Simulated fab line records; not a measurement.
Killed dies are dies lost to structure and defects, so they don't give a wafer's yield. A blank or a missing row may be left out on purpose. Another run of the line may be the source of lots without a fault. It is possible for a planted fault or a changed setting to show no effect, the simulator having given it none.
fab line records	flow n5_finfet
[record] lots = 6	wafers = 16	last_day = 20
route steps=1938 shown BEOL_M2@929 BEOL_M3@931
lots untouched by any fault: they come from a run of this same line in which no faults occurred
start_h: hours from the record's opening day to when the first of the lot's shown wafers began	wait_h: how many hours have passed since the lot's step before this one	" the same as in the row above	L1.1+2: a row that stands for several wafers	- no value, or no start was given	* or withheld: withheld	< > ~ a bound
route shown NAME@n: names a module that has steps shown in the file, with the first one's number in the route	usual: mean and standard deviation over wafers with no fault	same: alike in all rows	chamber/n: place in a boat	sites: per-site readings	_std_site: standard deviation of those values	_edge_site: inner sites' mean taken away from outer sites' mean	radius_mm: for every site, how far away it sits from the centre of the wafer	mask NAME#n: copy n	behind: the last tool/chamber to shape the wafer	hold: reason for holding the lot/hours on hold/outcome of the hold	device: whichever transistor did not switch (one of n, p or np)	end of line: tests run on the same wafers once the route is complete	a step with no rows: only its recipe	killed: not the wafer's yield, but the dies lost to structure and defects at the first sort	map: a wafer's dies, marking killed ones x, the rest . and places with no die _
set.NAME: the setting that was run; set.NAME@STEP: the one run at that earlier step	model.NAME: the simulator's own value behind a step, which no gauge read
a table for each step, a row for each wafer; lots at some steps of the route
services: a tool's chamber out of use, with start hour (start_h, from the record's first day; less than 0 if before it), hours out, and reason
[[steps]]
[step N5_BEOL_M2_RS_MEAS_58]
[recipe] thk_meas_gauge = four-point-probe	reads = Co_of_BEOL_M2_CO_CAP_55+Cu_of_BEOL_M2_ECD_50+Co_of_BEOL_M2_CVD_47+TaN_of_BEOL_M2_ALD_84
[usual] M2_RS = 0.68/0.036
lot.wafer	tool	chamber	start_h	wait_h	M2_RS[ohm/sq]
L911.1	film_metro-02	-	196.82	0.0	0.66
L911.3	"	-	"	"	0.67
L911.4	"	-	"	"	0.66
L914.1	film_metro-01	-	220.56	0.1	0.70
L914.5	"	-	"	"	0.64
L914.6	"	-	"	"	0.65
L916.3	film_metro-01	-	224.65	0.1	0.61
L916.4	"	-	"	"	0.63
L916.5	"	-	"	"	0.69
L920.1	film_metro-01	-	244.40	0.0	0.71
L920.2	"	-	"	"	0.70
L927.1	film_metro-01	-	301.96	0.0	0.65
L927.2	"	-	"	"	0.68
L927.4	"	-	"	"	0.75
L928.1	film_metro-01	-	302.06	0.0	0.62
L928.4	"	-	"	"	0.72
[step N5_BEOL_M2_INSPECT_59]
[recipe] inspect_instrument = darkfield	mode = post_dep
[usual] raw_defect_count = 72/24
lot.wafer	tool	chamber	start_h	wait_h	raw_defect_count
L911.1	defect_inspect-01	-	196.85	0.0	68
L911.3	"	-	"	"	91
L911.4	"	-	"	"	81
L914.1	defect_inspect-02	-	220.59	0.0	55
L914.5	"	-	"	"	49
L914.6	"	-	"	"	64
L916.3	defect_inspect-01	-	224.68	0.0	116
L916.4	"	-	"	"	102
L916.5	"	-	"	"	68
L920.1	defect_inspect-02	-	244.42	0.0	65
L920.2	"	-	"	"	57
L927.1	defect_inspect-02	-	301.99	0.0	103
L927.2	"	-	"	"	102
L927.4	"	-	"	"	65
L928.1	defect_inspect-02	-	302.08	0.0	71
L928.4	"	-	"	"	64
[step N5_BEOL_M3_ILD_DEP_00]
[recipe] material = SiOC	target_thk_a = 790	temp_c = 350	precursor = DEMS/O2	pressure_torr = 5	rf_w = 500	time_s = 15.3
[usual] heater_power_outer_w = 245/56	heater_power_w = 475/110	showerhead_plenum_p_Torr = 5.696/0.018	throttle_valve_pct = 12.0/0.58
lot.wafer	tool	chamber	start_h	wait_h	heater_power_outer_w	heater_power_w	showerhead_plenum_p_Torr	throttle_valve_pct
L911.1	pecvd-03	0	196.90	0.0	139	298	5.694	12.1
L911.3	"	2	"	"	231	460	5.731	11.0
L911.4	"	0	"	"	140	295	5.699	12.0
L914.1	pecvd-03	1	220.62	0.0	198	361	5.696	12.4
L914.5	"	0	"	"	195	366	5.694	12.1
L914.6	"	1	"	"	197	354	5.685	12.5
L916.3	pecvd-04	1	224.73	0.1	304	542	5.662	12.6
L916.4	"	0	"	"	280	601	5.700	11.9
L916.5	"	1	"	"	306	543	5.668	12.6
L920.1	pecvd-03	1	244.46	0.0	212	377	5.690	12.5
L920.2	"	0	"	"	144	305	5.689	11.9
L927.1	pecvd-04	2	302.03	0.0	295	601	5.686	11.4
L927.2	"	1	"	"	285	548	5.666	12.5
L927.4	"	2	"	"	305	608	5.685	11.0
L928.1	pecvd-01	1	302.12	0.0	250	499	5.710	11.4
L928.4	"	0	"	"	240	460	5.691	12.8
[step N5_BEOL_M3_THK_MEAS_01]
[recipe] reads = SiOC_of_BEOL_M3_ILD_DEP_00
[usual] M3_ILD_THK = 79.3/1.2
lot.wafer	tool	chamber	start_h	wait_h	M3_ILD_THK[nm]
L911.1	film_metro-01	-	196.96	0.0	80.1
L911.3	"	-	"	"	79.0
L911.4	"	-	"	"	81.6
L914.1	film_metro-01	-	220.69	0.0	79.3
L914.5	"	-	"	"	79.5
L914.6	"	-	"	"	80.0
L916.3	film_metro-01	-	224.80	0.1	78.0
L916.4	"	-	"	"	79.7
L916.5	"	-	"	"	79.5
L920.1	film_metro-02	-	244.53	0.0	81.0
L920.2	"	-	"	"	80.4
L927.1	film_metro-02	-	302.10	0.0	79.3
L927.2	"	-	"	"	77.7
L927.4	"	-	"	"	79.7
L928.1	film_metro-01	-	302.19	0.0	77.1
L928.4	"	-	"	"	79.9
[step N5_BEOL_M3_PECVD_72]
[recipe] material = SiO2	target_thk_a = 160	temp_c = 400	precursor = TEOS/O2	pressure_torr = 5.5	rf_w = 450	teos_flow_sccm = 53.8	gas = O2	flow_sccm = 3000	time_s = 18
[usual] heater_power_outer_w = 421/81	heater_power_w = 735/150	showerhead_plenum_p_Torr = 8.77/0.074	throttle_valve_pct = 22.4/1.1
lot.wafer	tool	chamber	start_h	wait_h	heater_power_outer_w	heater_power_w	showerhead_plenum_p_Torr	throttle_valve_pct
L911.1	pecvd-03	2	197.00	0.0	485	825	8.91	21.3
L911.3	"	1	"	"	372	598	8.75	23.6
L911.4	"	0	"	"	332	571	8.73	22.8
L914.1	pecvd-03	1	220.73	0.0	402	625	8.76	23.2
L914.5	"	1	"	"	412	641	8.75	23.7
L914.6	"	0	"	"	313	544	8.74	23.0
L916.3	pecvd-03	1	224.84	0.0	334	541	8.78	23.6
L916.4	"	2	"	"	485	837	8.92	21.2
L916.5	"	0	"	"	282	503	8.76	22.3
L920.1	pecvd-04	2	244.56	0.0	495	889	8.78	20.6
L920.2	"	1	"	"	459	802	8.67	23.5
L927.1	pecvd-04	2	302.13	0.0	450	821	8.78	21.0
L927.2	"	1	"	"	398	697	8.66	23.6
L927.4	"	2	"	"	443	825	8.82	20.8
L928.1	pecvd-03	0	302.22	0.0	320	538	8.75	22.9
L928.4	"	0	"	"	317	548	8.75	22.8
[step N5_BEOL_M3_HM_DEP_02]
[recipe] material = TiN	target_thk_a = 200	temp_c = 25	chamber_pressure_pa = 0.49996
[usual] chamber_pressure_pa = 0.4998/0.00096	throttle_valve_pct = 30.1/1.1
lot.wafer	tool	chamber	start_h	wait_h	chamber_pressure_pa	throttle_valve_pct
L911.1	pvd_sputter-01	-	198.02	1.0	0.5001	31.9
L911.3	"	-	"	"	0.5007	30.0
L911.4	"	-	"	"	0.5001	31.7
L914.1	pvd_sputter-02	-	221.58	0.8	0.5002	30.2
L914.5	"	-	"	"	0.5016	30.6
L914.6	"	-	"	"	0.4998	28.7
L916.3	pvd_sputter-03	-	226.48	1.6	0.5003	28.3
L916.4	"	-	"	"	0.5003	31.8
L916.5	"	-	"	"	0.5003	32.1
L920.1	pvd_sputter-02	-	245.61	1.0	0.5013	30.1
L920.2	"	-	"	"	0.4998	30.5
L927.1	pvd_sputter-03	-	302.24	0.1	0.5009	32.1
L927.2	"	-	"	"	0.4991	28.8
L927.4	"	-	"	"	0.4999	29.9
L928.1	pvd_sputter-02	-	304.05	1.8	0.4993	29.0
L928.4	"	-	"	"	0.5000	30.7
[step N5_BEOL_M3_COAT_61]
[recipe] resist = SOC	temp_c = 250	time_s = 60	spin_rpm = 1500	resist_thk_nm = 60
[step N5_BEOL_M3_COAT_62]
[recipe] resist = SiARC	temp_c = 220	time_s = 60	spin_rpm = 1500	resist_thk_nm = 12
[step N5_BEOL_M3_COAT_73]
[recipe] resist = underlayer	temp_c = 205	time_s = 60	spin_rpm = 1500	resist_thk_nm = 5
[step N5_BEOL_M3_COAT_05]
[recipe] resist = CAR-EUV	spin_rpm = 1500	resist_thk_nm = 30
[step N5_BEOL_M3_EBR_07]
[recipe] solvent = PGMEA	ebr_width_mm = 1.5
[step N5_BEOL_M3_SOFTBAKE_06]
[recipe] temp_c = 110	time_s = 60	resist = CAR-EUV
[step N5_BEOL_M3_EXPOSE_08]
[recipe] mask_id = M3	na = 0.33	source_shape = dipole	sigma_inner = 0.369	sigma_outer = 0.767	polarization = unpolarized	dose_mj = 33
[usual] dipole_opening_deg = 79.7/0	exposure_dose_mJ_cm2 = 32.99/0.034
lot.wafer	tool	chamber	start_h	wait_h	mask	dipole_opening_deg	exposure_dose_mJ_cm2
L911.1	euv_scanner-02	0	198.40	-	M3#0	79.7	32.94
L911.3	"	0	"	"	M3#0	79.7	33.01
L911.4	"	0	"	"	M3#0	79.7	32.97
L914.1	euv_scanner-01	-	221.97	-	M3#0	-	-
L914.5	"	-	"	"	M3#0	-	-
L914.6	"	-	"	"	M3#0	-	-
L916.3	euv_scanner-02	-	226.88	-	M3#0	-	-
L916.4	"	-	"	"	M3#0	-	-
L916.5	"	-	"	"	M3#0	-	-
L920.1	euv_scanner-01	0	245.87	-	M3#0	79.7	32.98
L920.2	"	0	"	"	M3#0	79.7	32.98
L927.1	euv_scanner-02	0	302.50	-	M3#0	79.7	33.03
L927.2	"	0	"	"	M3#0	79.7	33.04
L927.4	"	0	"	"	M3#0	79.7	33.06
L928.1	euv_scanner-01	0	304.44	-	M3#0	79.7	32.98
L928.4	"	0	"	"	M3#0	79.7	32.99
[step N5_BEOL_M3_PEB_09]
[recipe] peb_temp_c = 100	peb_time_s = 60	resist = CAR-EUV
[[services]]
tool	chamber	start_h	hours	kind
pecvd-04	2	176.92	5.5	scheduled_down
euv_scanner-02	0	179.44	-	calibration
pvd_sputter-03	-	189.21	0.6	repair
pecvd-03	2	200.08	5.5	scheduled_down
pecvd-04	2	202.38	-	clean
pecvd-04	2	202.38	-	consumable_replace:showerhead
pecvd-04	2	202.38	29.0	scheduled_down
pecvd-04	2	202.38	29.0	vent_cycle
pecvd-04	-	204.95	2.6	repair
pecvd-03	0	210.57	2.1	scheduled_down
pecvd-01	-	212.39	6.0	pm
euv_scanner-02	-	213.01	0.6	repair
euv_scanner-02	-	213.62	1.0	pm
euv_scanner-01	-	218.80	1.0	pm
pecvd-03	2	238.65	2.1	scheduled_down
euv_scanner-01	-	246.13	5.8	pm
pvd_sputter-02	-	256.23	2.3	repair
pecvd-01	-	256.72	1.2	repair
pecvd-01	-	264.29	1.3	repair
pecvd-04	-	265.32	2.9	repair
euv_scanner-02	-	269.63	1.0	pm
euv_scanner-01	-	274.95	1.0	pm
euv_scanner-02	-	281.08	4.6	pm
euv_scanner-01	0	298.17	-	calibration
[[key]]
[first_sign] step = N5_BEOL_M3_EXPOSE_08	reading = tool_record	direction = missing
effect none on later readings
met_at N5_BEOL_M3_EXPOSE_08
struck_wafers L914.1,L914.5,L914.6,L916.3,L916.4,L916.5
later_rows_left_out L914.1,L914.5,L914.6,L916.3,L916.4,L916.5
sort_left_out L914.1,L914.5,L914.6,L916.3,L916.4,L916.5
onset_between 198.40 221.97
[fault] kind = skipped_step_whole	tool = euv_scanner-01,euv_scanner-02	chamber = -	onset_h = 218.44	steps = N5_BEOL_M3_EXPOSE_08	scope = struck_lots_only
// sort_left_out: the simulated sort isn't trusted on such a fault, so these wafers' sort isn't shown, and their yield isn't known
// later_rows_left_out: the simulator's readings of these wafers behind a module that went badly wrong aren't trusted and aren't shown, but for the sort
